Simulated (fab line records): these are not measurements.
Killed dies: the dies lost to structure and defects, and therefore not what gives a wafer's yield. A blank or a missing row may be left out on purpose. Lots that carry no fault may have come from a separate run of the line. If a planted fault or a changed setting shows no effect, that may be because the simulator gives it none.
fab line records	flow n5Finfet
[record] lots = 24	wafers = 72	lastDay = 20
route steps=1938 shown BEOL_M13@1714 BEOL_M14@1728
lots that met no fault: taken from a fault-free run of the same line
startH: start of the lot's first displayed wafer, in hours after the record's first day	waitH: hours from the lot's prior step to this one	" repeats the value in the row above	L1.1+2: a row that stands for several wafers	- no value, or no start given	* or withheld: withheld	< > ~ a bound
route shown NAME@n: NAME is a module with steps in the file, n the number in the route of the first one	usual: the fault-free wafers' mean and standard deviation	same: alike in all rows	chamber/n: place in a boat	sites: readings site by site	_std_site: how widely they spread, as a standard deviation	_edge_site: mean of outer sites minus mean of inner sites	radiusMm: how far each site lies from the wafer's centre	mask NAME#n: copy n	behind: the tool/chamber that last shaped the wafer	hold: the reason the lot was held/the length of the hold in hours/how it ended	device: the transistor (n, p or np) that didn't switch	end of line: the route-end tests of the same wafers	where a step has no rows: the recipe by itself	killed: the dies lost at the first sort to structure and to defects; this is not the yield of the wafer	map: dies across one wafer; x = killed, . = not, _ = none there
set.NAME: setting as actually run; set.NAME@STEP: the setting as run at that earlier step	model.NAME: the simulator's own value behind a step, which no gauge read
a sample of lots followed through the steps of the route, with each step as a table and each wafer as a row
services: from which hour (startH, from the record's first day; less than 0 if before it) a tool's chamber was out of use, for how many hours, and why
[[steps]]
[step N5_BEOL_M13_RS_MEAS_54]
[recipe] thkMeasGauge = four-point-probe	reads = Cu_of_BEOL_M13_ECD_47+Ta_of_BEOL_M13_SPUTTER_44+TaN_of_BEOL_M13_SPUTTER_43
[usual] M13_RS = 0.0451/0.00069
lot.wafer	tool	chamber	startH	waitH	M13_RS[ohm/sq]
L074.2	filmMetro-02	-	273.50	0.1	0.0453
L074.3	"	-	"	"	0.0448
L074.5	"	-	"	"	0.0437
L075.3	filmMetro-01	-	290.53	0.1	0.0461
L075.5	"	-	"	"	0.0443
L075.6	"	-	"	"	0.0443
L078.1	filmMetro-01	-	297.82	0.1	0.0433
L078.3	"	-	"	"	0.0451
L078.6	"	-	"	"	0.0449
L076.1	filmMetro-02	-	305.29	0.0	0.0447
L076.4	"	-	"	"	0.0446
L076.5	"	-	"	"	0.0443
L077.1	filmMetro-02	-	307.23	0.0	0.0439
L077.4	"	-	"	"	0.0455
L077.5	"	-	"	"	0.0455
L079.1	filmMetro-02	-	320.26	0.0	0.0451
L079.4	"	-	"	"	0.0455
L079.6	"	-	"	"	0.0450
L083.2	filmMetro-01	-	322.17	0.1	0.0454
L083.5	"	-	"	"	0.0458
L083.6	"	-	"	"	0.0454
L082.2	filmMetro-01	-	324.80	0.1	0.0465
L082.4	"	-	"	"	0.0454
L082.5	"	-	"	"	0.0461
L080.1	filmMetro-01	-	333.67	0.0	0.0444
L080.3	"	-	"	"	0.0450
L080.6	"	-	"	"	0.0445
L084.1	filmMetro-01	-	347.44	0.0	0.0442
L084.4	"	-	"	"	0.0457
L084.6	"	-	"	"	0.0461
L081.2	filmMetro-02	-	349.98	0.1	0.0458
L081.3	"	-	"	"	0.0459
L081.4	"	-	"	"	0.0445
L085.1	filmMetro-01	-	353.37	0.0	0.0451
L085.2	"	-	"	"	0.0449
L085.4	"	-	"	"	0.0447
L088.1	filmMetro-02	-	364.19	0.0	0.0452
L088.2	"	-	"	"	0.0461
L088.6	"	-	"	"	0.0451
L087.1	filmMetro-01	-	369.43	0.0	0.0441
L087.2	"	-	"	"	0.0456
L087.4	"	-	"	"	0.0454
L089.1	filmMetro-02	-	374.73	0.0	0.0451
L089.2	"	-	"	"	0.0462
L089.6	"	-	"	"	0.0458
L086.2	filmMetro-02	-	378.89	0.1	0.0456
L086.4	"	-	"	"	0.0456
L086.6	"	-	"	"	0.0442
L091.1	filmMetro-02	-	379.67	0.0	0.0458
L091.4	"	-	"	"	0.0446
L091.5	"	-	"	"	0.0450
L093.3	filmMetro-01	-	403.20	0.1	0.0452
L093.4	"	-	"	"	0.0451
L093.6	"	-	"	"	0.0465
L092.1	filmMetro-01	-	408.24	0.0	0.0456
L092.3	"	-	"	"	0.0458
L092.5	"	-	"	"	0.0452
L094.4	filmMetro-02	-	422.03	0.0	0.0456
L094.5	"	-	"	"	0.0446
L094.6	"	-	"	"	0.0449
L090.1	filmMetro-01	-	428.03	0.0	0.0446
L090.3	"	-	"	"	0.0447
L090.5	"	-	"	"	0.0442
L096.2	filmMetro-01	-	449.46	0.1	0.0451
L096.3	"	-	"	"	0.0460
L096.4	"	-	"	"	0.0459
L097.1	filmMetro-01	-	449.89	0.0	0.0456
L097.4	"	-	"	"	0.0461
L097.6	"	-	"	"	0.0452
L095.2	filmMetro-02	-	458.14	0.1	0.0435
L095.4	"	-	"	"	0.0452
L095.5	"	-	"	"	0.0451
[step N5_BEOL_M13_INSPECT_55]
[recipe] inspectInstrument = darkfield	mode = postDep
[usual] rawDefectCount = 66/24
lot.wafer	tool	chamber	startH	waitH	rawDefectCount
L074.2	defectInspect-02	-	273.52	0.0	93
L074.3	"	-	"	"	91
L074.5	"	-	"	"	77
L075.3	defectInspect-02	-	290.56	0.0	77
L075.5	"	-	"	"	34
L075.6	"	-	"	"	59
L078.1	defectInspect-01	-	297.84	0.0	42
L078.3	"	-	"	"	43
L078.6	"	-	"	"	36
L076.1	defectInspect-01	-	305.31	0.0	60
L076.4	"	-	"	"	47
L076.5	"	-	"	"	38
L077.1	defectInspect-01	-	307.25	0.0	73
L077.4	"	-	"	"	57
L077.5	"	-	"	"	29
L079.1	defectInspect-02	-	320.28	0.0	141
L079.4	"	-	"	"	51
L079.6	"	-	"	"	128
L083.2	defectInspect-01	-	322.19	0.0	105
L083.5	"	-	"	"	114
L083.6	"	-	"	"	77
L082.2	defectInspect-02	-	324.83	0.0	100
L082.4	"	-	"	"	96
L082.5	"	-	"	"	104
L080.1	defectInspect-01	-	333.70	0.0	66
L080.3	"	-	"	"	87
L080.6	"	-	"	"	85
L084.1	defectInspect-01	-	347.47	0.0	125
L084.4	"	-	"	"	69
L084.6	"	-	"	"	119
L081.2	defectInspect-02	-	350.00	0.0	93
L081.3	"	-	"	"	72
L081.4	"	-	"	"	103
L085.1	defectInspect-01	-	353.40	0.0	80
L085.2	"	-	"	"	123
L085.4	"	-	"	"	55
L088.1	defectInspect-02	-	364.21	0.0	63
L088.2	"	-	"	"	46
L088.6	"	-	"	"	49
L087.1	defectInspect-01	-	369.45	0.0	64
L087.2	"	-	"	"	55
L087.4	"	-	"	"	87
L089.1	defectInspect-01	-	374.76	0.0	60
L089.2	"	-	"	"	70
L089.6	"	-	"	"	85
L086.2	defectInspect-02	-	378.92	0.0	71
L086.4	"	-	"	"	40
L086.6	"	-	"	"	50
L091.1	defectInspect-01	-	379.69	0.0	64
L091.4	"	-	"	"	62
L091.5	"	-	"	"	34
L093.3	defectInspect-01	-	403.23	0.0	63
L093.4	"	-	"	"	55
L093.6	"	-	"	"	41
L092.1	defectInspect-01	-	408.27	0.0	70
L092.3	"	-	"	"	109
L092.5	"	-	"	"	79
L094.4	defectInspect-01	-	422.06	0.0	38
L094.5	"	-	"	"	41
L094.6	"	-	"	"	31
L090.1	defectInspect-01	-	428.06	0.0	102
L090.3	"	-	"	"	48
L090.5	"	-	"	"	49
L096.2	defectInspect-01	-	449.49	0.0	75
L096.3	"	-	"	"	55
L096.4	"	-	"	"	64
L097.1	defectInspect-02	-	449.92	0.0	98
L097.4	"	-	"	"	95
L097.6	"	-	"	"	101
L095.2	defectInspect-02	-	458.17	0.0	45
L095.4	"	-	"	"	50
L095.5	"	-	"	"	47
[step N5_BEOL_M14_INSPECT_12]
[recipe] mode = adi	inspectInstrument = macro
[usual] rawDefectCount = 2.1/1.4
lot.wafer	tool	chamber	startH	waitH	rawDefectCount
L074.2	defectInspect-02	-	274.23	0.0	1
L074.3	"	-	"	"	2
L074.5	"	-	"	"	2
L075.3	defectInspect-02	-	291.14	0.0	1
L075.5	"	-	"	"	2
L075.6	"	-	"	"	2
L078.1	defectInspect-01	-	298.47	0.0	3
L078.3	"	-	"	"	2
L078.6	"	-	"	"	2
L076.1	defectInspect-02	-	306.02	0.0	2
L076.4	"	-	"	"	1
L076.5	"	-	"	"	3
L077.1	defectInspect-01	-	308.05	0.0	0
L077.4	"	-	"	"	1
L077.5	"	-	"	"	2
L079.1	defectInspect-02	-	321.00	0.0	1
L079.4	"	-	"	"	1
L079.6	"	-	"	"	4
L083.2	defectInspect-01	-	322.78	0.0	3
L083.5	"	-	"	"	5
L083.6	"	-	"	"	2
L082.2	defectInspect-01	-	325.49	0.0	1
L082.4	"	-	"	"	3
L082.5	"	-	"	"	3
L080.1	defectInspect-02	-	334.29	0.0	2
L080.3	"	-	"	"	5
L080.6	"	-	"	"	4
L084.1	defectInspect-01	-	348.06	0.0	2
L084.4	"	-	"	"	0
L084.6	"	-	"	"	4
L081.2	defectInspect-02	-	350.72	0.0	0
L081.3	"	-	"	"	4
L081.4	"	-	"	"	2
L085.1	defectInspect-01	-	353.98	0.0	2
L085.2	"	-	"	"	4
L085.4	"	-	"	"	3
L088.1	defectInspect-01	-	364.92	0.0	1
L088.2	"	-	"	"	2
L088.6	"	-	"	"	3
L087.1	defectInspect-01	-	370.24	0.0	3
L087.2	"	-	"	"	2
L087.4	"	-	"	"	1
L089.1	defectInspect-02	-	375.35	0.0	3
L089.2	"	-	"	"	0
L089.6	"	-	"	"	7
L086.2	defectInspect-01	-	379.63	0.0	3
L086.4	"	-	"	"	1
L086.6	"	-	"	"	2
L091.1	defectInspect-01	-	380.28	0.0	1
L091.4	"	-	"	"	3
L091.5	"	-	"	"	6
L093.3	defectInspect-02	-	404.02	0.0	2
L093.4	"	-	"	"	3
L093.6	"	-	"	"	5
L092.1	defectInspect-01	-	408.86	0.0	0
L092.3	"	-	"	"	2
L092.5	"	-	"	"	2
L094.4	defectInspect-02	-	422.65	0.0	2
L094.5	"	-	"	"	2
L094.6	"	-	"	"	3
L090.1	defectInspect-02	-	428.77	0.0	2
L090.3	"	-	"	"	1
L090.5	"	-	"	"	2
L096.2	defectInspect-01	-	450.07	0.0	2
L096.3	"	-	"	"	3
L096.4	"	-	"	"	0
L097.1	defectInspect-02	-	450.55	0.0	4
L097.4	"	-	"	"	3
L097.6	"	-	"	"	1
L095.2	defectInspect-02	-	458.75	0.0	2
L095.4	"	-	"	"	1
L095.5	"	-	"	"	2
[step N5_BEOL_M14_DESCUM_33]
[recipe] chemistry = O2	timeS = 7.9	sourcePowerW = 50	biasPowerW = 20	pressureMtorr = 20	rfFrequencyHz = 2.712e+07	tempC = 40	o2FlowSccm = 225
[usual] drypumpMotorCurrentA = 5.6/0.41	oesProductAu = 0.81/0.096	rfVppV = 243.2/1.5	showerheadPlenumPTorr = 2.10/0.08	throttleValvePct = 20.41/0.29
lot.wafer	tool	chamber	startH	waitH	drypumpMotorCurrentA	oesProductAu	rfHoursCounterH	rfVppV	showerheadPlenumPTorr	throttleValvePct
L074.2	rieDiel-04	1	275.90	0.1	6.2	0.70	210	242.0	1.99	20.67
L074.3	"	3	"	"	5.5	0.74	177	241.2	2.02	20.64
L074.5	"	3	"	"	5.5	0.74	-	240.8	2.02	20.64
L075.3	rieDiel-01	1	292.26	0.1	5.9	0.76	154	243.8	2.18	20.21
L075.5	"	2	"	"	5.1	0.68	-	242.2	2.06	20.62
L075.6	"	3	"	"	5.0	0.73	-	241.4	2.01	20.73
L078.1	rieDiel-04	2	299.52	0.0	5.6	0.83	72	242.2	2.10	20.48
L078.3	"	0	"	"	5.8	0.75	164	242.7	2.12	20.24
L078.6	"	2	"	"	5.6	0.85	-	244.8	2.10	20.47
L076.1	rieDiel-01	1	307.05	0.0	5.8	0.75	159	246.3	2.18	20.22
L076.4	"	2	"	"	5.1	0.68	248	242.4	2.05	20.63
L076.5	"	0	"	"	6.2	0.92	-	243.1	2.16	20.35
L077.1	rieDiel-05	3	308.94	0.0	5.5	0.95	20	246.1	2.24	20.00
L077.4	"	2	"	"	5.2	0.95	-	245.1	2.12	20.11
L077.5	"	3	"	"	5.5	0.96	-	245.7	2.24	20.02
L079.1	rieDiel-05	0	322.57	0.4	5.1	0.69	242	242.2	1.94	20.15
L079.4	"	1	"	"	6.2	0.74	177	243.6	2.09	20.90
L079.6	"	1	"	"	6.1	0.74	-	243.4	2.09	20.90
L083.2	rieDiel-05	2	323.67	0.0	5.3	0.92	17	243.9	2.12	20.12
L083.5	"	1	"	"	6.1	0.75	-	242.5	2.09	20.90
L083.6	"	2	"	"	5.3	0.92	-	243.3	2.12	20.11
L082.2	rieDiel-01	3	326.50	0.0	5.1	0.72	193	240.4	2.01	20.74
L082.4	"	3	"	"	5.1	0.71	-	240.5	2.01	20.74
L082.5	"	0	"	"	6.2	0.90	-	242.2	2.16	20.36
L080.1	rieDiel-01	1	335.65	0.1	5.8	0.75	170	244.5	2.17	20.23
L080.3	"	3	"	"	5.0	0.72	198	243.4	2.01	20.76
L080.6	"	0	"	"	6.2	0.89	-	244.0	2.15	20.37
L084.1	rieDiel-04	1	349.06	0.2	6.1	0.68	238	240.5	1.98	20.72
L084.4	"	3	"	"	5.5	0.72	-	241.9	2.01	20.69
L084.6	"	1	"	"	6.1	0.68	-	241.1	1.98	20.71
L081.2	rieDiel-05	3	351.85	0.2	5.5	0.92	34	244.6	2.24	20.04
L081.3	"	1	"	"	6.2	0.73	186	243.4	2.08	20.90
L081.4	"	1	"	"	6.2	0.73	-	240.8	2.08	20.91
L085.1	rieDiel-05	1	354.91	0.0	6.2	0.73	188	242.8	2.08	20.91
L085.2	"	3	"	"	5.5	0.93	36	246.3	2.23	20.06
L085.4	"	3	"	"	5.4	0.92	-	245.9	2.23	20.06
L088.1	rieDiel-05	3	366.71	0.5	5.4	0.90	44	244.1	2.23	20.07
L088.2	"	2	"	"	5.3	0.89	35	242.8	2.11	20.14
L088.6	"	2	"	"	5.3	0.90	-	243.7	2.11	20.15
L087.1	rieDiel-01	3	371.13	0.0	5.1	0.71	206	240.4	2.00	20.76
L087.2	"	2	"	"	5.1	0.98	6	242.8	2.05	20.21
L087.4	"	1	"	"	5.8	0.74	178	244.4	2.17	20.23
L089.1	rieDiel-01	3	376.23	0.0	5.1	0.69	208	241.7	2.00	20.77
L089.2	"	1	"	"	5.8	0.73	180	243.7	2.17	20.24
L089.6	"	3	"	"	5.0	0.69	-	240.8	2.00	20.76
L086.2	rieDiel-04	3	380.64	0.0	5.5	0.71	221	241.6	2.01	20.71
L086.4	"	0	"	"	5.8	0.74	-	242.7	2.11	20.27
L086.6	"	2	"	"	5.6	0.81	-	243.9	2.08	20.54
L091.1	rieDiel-05	0	381.16	0.0	5.1	0.94	6	244.7	2.20	19.89
L091.4	"	1	"	"	6.2	0.72	196	242.4	2.08	20.92
L091.5	"	3	"	"	5.4	0.90	-	244.9	2.23	20.07
L093.3	rieDiel-01	2	404.91	0.0	5.1	0.95	17	243.0	2.05	20.23
L093.4	"	0	"	"	6.2	0.87	55	243.6	2.15	20.40
L093.6	"	0	"	"	6.3	0.86	-	244.2	2.15	20.42
L092.1	rieDiel-04	3	409.74	0.0	5.5	0.69	232	240.2	2.01	20.73
L092.3	"	2	"	"	5.6	0.79	120	242.3	2.08	20.54
L092.5	"	2	"	"	5.6	0.79	-	243.2	2.08	20.54
L094.4	rieDiel-04	1	423.66	0.0	6.1	0.99	1	246.3	2.24	20.45
L094.5	"	2	"	"	5.6	0.78	-	242.5	2.08	20.55
L094.6	"	1	"	"	6.1	0.97	-	245.7	2.24	20.45
L090.1	rieDiel-01	1	429.65	0.0	5.8	0.72	200	245.2	2.16	20.26
L090.3	"	2	"	"	5.1	0.92	26	241.5	2.04	20.26
L090.5	"	2	"	"	5.1	0.92	-	241.2	2.04	20.24
L096.2	rieDiel-05	2	450.96	0.0	5.3	0.85	59	243.1	2.10	20.20
L096.3	"	1	"	"	6.1	0.71	214	243.5	2.07	20.96
L096.4	"	0	"	"	5.1	0.91	24	243.9	2.19	19.91
L097.1	rieDiel-04	1	451.44	0.0	6.1	0.94	8	245.6	2.23	20.46
L097.4	"	2	"	"	5.6	0.79	132	242.2	2.08	20.56
L097.6	"	1	"	"	6.1	0.93	-	244.6	2.23	20.46
L095.2	rieDiel-05	3	460.23	0.6	5.4	0.87	71	244.3	2.22	20.10
L095.4	"	2	"	"	5.3	0.84	62	243.6	2.10	20.20
L095.5	"	3	"	"	5.5	0.86	-	244.4	2.22	20.10
[step N5_BEOL_M14_THK_MEAS_50]
[recipe] thkMeasGauge = xrf	reads = Cu_of_BEOL_M14_ECD_47
[usual] M14_THK = 560/18
lot.wafer	tool	chamber	startH	waitH	M14_THK[nm]
L074.2	filmMetro-01	-	278.17	-	557
L074.3	"	-	"	"	595
L074.5	"	-	"	"	598
L075.3	filmMetro-01	-	298.01	-	534
L075.5	"	-	"	"	551
L075.6	"	-	"	"	538
L078.1	filmMetro-01	-	304.17	-	585
L078.3	"	-	"	"	546
L078.6	"	-	"	"	584
L076.1	filmMetro-02	-	314.50	-	523
L076.4	"	-	"	"	551
L076.5	"	-	"	"	570
L077.1	filmMetro-01	-	315.66	-	575
L077.4	"	-	"	"	559
L077.5	"	-	"	"	578
L079.1	filmMetro-02	-	325.59	-	542
L079.4	"	-	"	"	559
L079.6	"	-	"	"	556
L083.2	filmMetro-02	-	327.23	-	562
L083.5	"	-	"	"	563
L083.6	"	-	"	"	569
L082.2	filmMetro-02	-	330.31	-	537
L082.4	"	-	"	"	541
L082.5	"	-	"	"	569
L080.1	filmMetro-01	-	339.47	-	528
L080.3	"	-	"	"	536
L080.6	"	-	"	"	573
L084.1	filmMetro-01	-	353.02	-	549
L084.4	"	-	"	"	574
L084.6	"	-	"	"	550
L081.2	filmMetro-02	-	356.68	-	578
L081.3	"	-	"	"	566
L081.4	"	-	"	"	567
L085.1	filmMetro-02	-	360.43	-	553
L085.2	"	-	"	"	571
L085.4	"	-	"	"	571
L088.1	filmMetro-01	-	369.81	-	579
L088.2	"	-	"	"	559
L088.6	"	-	"	"	584
L087.1	filmMetro-02	-	373.93	-	543
L087.2	"	-	"	"	569
L087.4	"	-	"	"	526
L089.1	filmMetro-01	-	378.63	-	546
L089.2	"	-	"	"	536
L089.6	"	-	"	"	542
L086.2	filmMetro-02	-	385.87	-	571
L086.4	"	-	"	"	528
L086.6	"	-	"	"	563
L091.1	filmMetro-01	-	386.14	-	557
L091.4	"	-	"	"	556
L091.5	"	-	"	"	579
L093.3	filmMetro-01	-	407.73	-	572
L093.4	"	-	"	"	578
L093.6	"	-	"	"	564
L092.1	filmMetro-01	-	416.18	-	584
L092.3	"	-	"	"	583
L092.5	"	-	"	"	581
L094.4	filmMetro-02	-	427.53	-	560
L094.5	"	-	"	"	563
L094.6	"	-	"	"	552
L090.1	filmMetro-02	-	448.47	-	511
L090.3	"	-	"	"	553
L090.5	"	-	"	"	557
L097.1	filmMetro-01	-	454.87	-	559
L097.4	"	-	"	"	573
L097.6	"	-	"	"	561
L096.2	filmMetro-02	-	455.61	-	561
L096.3	"	-	"	"	558
L096.4	"	-	"	"	561
L095.2	filmMetro-01	-	466.07	-	574
L095.4	"	-	"	"	556
L095.5	"	-	"	"	575
[step N5_BEOL_M14_DEP_53]
[recipe] material = SiCN	targetThkA = 500	tempC = withheld	precursor = 3MS/NH3	pressureTorr = 3	rfW = 675	timeS = 17.8
[usual] showerheadPlenumPTorr = 4.16/0.031	showerheadVppV = 1584/81	throttleValvePct = 18.7/1.5
lot.wafer	tool	chamber	startH	waitH	showerheadPlenumPTorr	showerheadVppV	throttleValvePct
L074.2	pecvd-01	1	278.23	0.0	4.16	1541	18.3
L074.3	"	0	"	"	4.16	1512	18.9
L074.5	"	0	"	"	4.17	1518	19.0
L075.3	pecvd-04	0	298.10	0.0	4.21	1707	18.3
L075.5	"	2	"	"	4.12	1691	17.9
L075.6	"	0	"	"	4.21	1687	18.7
L078.1	pecvd-03	2	304.23	0.0	4.13	1587	17.5
L078.3	"	1	"	"	4.18	1590	17.3
L078.6	"	0	"	"	4.19	1553	21.0
L076.1	pecvd-03	2	314.58	0.0	4.13	1579	18.1
L076.4	"	2	"	"	4.14	1581	17.8
L076.5	"	2	"	"	4.13	1583	18.1
L077.1	pecvd-04	2	315.72	0.0	4.11	1665	17.9
L077.4	"	1	"	"	4.16	1576	22.2
L077.5	"	2	"	"	4.11	1659	17.8
L079.1	pecvd-01	2	325.65	0.0	4.16	1374	17.5
L079.4	"	0	"	"	4.15	1480	19.1
L079.6	"	2	"	"	4.18	1402	17.2
L083.2	pecvd-04	1	327.29	0.0	4.17	1608	22.0
L083.5	"	2	"	"	4.12	1673	17.8
L083.6	"	1	"	"	4.16	1570	22.1
L082.2	pecvd-04	0	330.37	0.0	4.21	1638	18.5
L082.4	"	0	"	"	4.21	1675	18.3
L082.5	"	2	"	"	4.11	1664	17.8
L080.1	pecvd-04	1	339.54	0.0	4.17	1585	22.1
L080.3	"	2	"	"	4.12	1682	17.7
L080.6	"	0	"	"	4.21	1661	18.6
L084.1	pecvd-04	1	353.08	0.0	4.17	1602	22.3
L084.4	"	0	"	"	4.22	1691	18.6
L084.6	"	1	"	"	4.15	1568	22.3
L081.2	pecvd-03	2	356.74	0.0	4.14	1573	18.0
L081.3	"	1	"	"	4.18	1606	17.1
L081.4	"	1	"	"	4.20	1617	17.4
L085.1	pecvd-01	0	360.49	0.0	4.14	1539	18.8
L085.2	"	1	"	"	4.16	1556	18.4
L085.4	"	2	"	"	4.16	1405	17.3
L088.1	pecvd-01	2	369.89	0.0	4.16	1404	17.2
L088.2	"	0	"	"	4.15	1549	18.8
L088.6	"	0	"	"	4.16	1528	19.1
L087.1	pecvd-03	0	374.00	0.0	4.19	1568	21.1
L087.2	"	2	"	"	4.14	1584	18.1
L087.4	"	0	"	"	4.19	1575	21.1
L089.1	pecvd-03	0	378.69	0.0	4.20	1589	21.3
L089.2	"	2	"	"	4.14	1579	18.1
L089.6	"	2	"	"	4.14	1579	18.1
L086.2	pecvd-04	0	385.94	0.0	4.20	1657	18.5
L086.4	"	0	"	"	4.20	1670	18.4
L086.6	"	2	"	"	4.10	1670	18.2
L091.1	pecvd-04	0	386.21	0.0	4.19	1657	18.5
L091.4	"	0	"	"	4.20	1678	18.7
L091.5	"	2	"	"	4.10	1714	17.7
L093.3	pecvd-01	2	407.79	0.0	4.15	1377	17.4
L093.4	"	2	"	"	4.15	1400	17.5
L093.6	"	1	"	"	4.15	1567	18.3
L092.1	pecvd-03	1	416.25	0.0	4.19	1587	17.3
L092.3	"	0	"	"	4.19	1550	20.8
L092.5	"	0	"	"	4.20	1546	21.2
L094.4	pecvd-01	0	427.60	0.0	4.15	1542	18.9
L094.5	"	2	"	"	4.16	1389	17.2
L094.6	"	1	"	"	4.15	1547	18.3
L090.1	pecvd-03	2	448.59	0.1	4.13	1599	18.2
L090.3	"	2	"	"	4.13	1544	18.0
L090.5	"	2	"	"	4.13	1586	18.4
L097.1	pecvd-03	2	454.95	0.0	4.14	1563	18.4
L097.4	"	0	"	"	4.21	1554	21.1
L097.6	"	2	"	"	4.12	1592	18.2
L096.2	pecvd-04	0	455.68	0.0	4.22	1636	18.2
L096.3	"	2	"	"	4.11	1680	17.9
L096.4	"	1	"	"	4.16	1584	17.4
L095.2	pecvd-04	0	466.13	0.0	4.21	1681	18.4
L095.4	"	1	"	"	4.15	1590	17.4
L095.5	"	2	"	"	4.12	1696	18.3
[[services]]
tool	chamber	startH	hours	kind
pecvd-03	-	255.03	14.6	pm
rieDiel-04	0	268.44	10.6	repair
rieDiel-04	3	273.77	2.0	repair
rieDiel-05	1	286.76	30.4	repair
pecvd-01	-	295.80	14.6	pm
pecvd-03	0	307.10	28.4	repair
rieDiel-01	1	313.20	6.2	repair
rieDiel-01	-	351.84	15.6	pm
pecvd-01	1	366.46	4.7	repair
rieDiel-04	1	380.23	18.4	repair
pecvd-04	1	382.92	3.5	repair
pecvd-04	1	386.68	-	clean
pecvd-04	1	386.68	-	consumableReplace:showerhead
pecvd-04	1	386.68	29.0	scheduledDown
pecvd-04	1	386.68	29.0	ventCycle
rieDiel-04	0	386.71	4.0	repair
pecvd-01	-	413.47	2.8	pm
rieDiel-04	-	416.71	2.8	pm
pecvd-01	-	423.46	1.5	repair
pecvd-04	-	423.84	0.3	repair
pecvd-04	1	426.41	11.2	repair
rieDiel-01	0	427.65	10.6	repair
pecvd-03	1	440.96	16.0	repair
rieDiel-01	-	461.42	0.7	repair
[[key]]
fault none
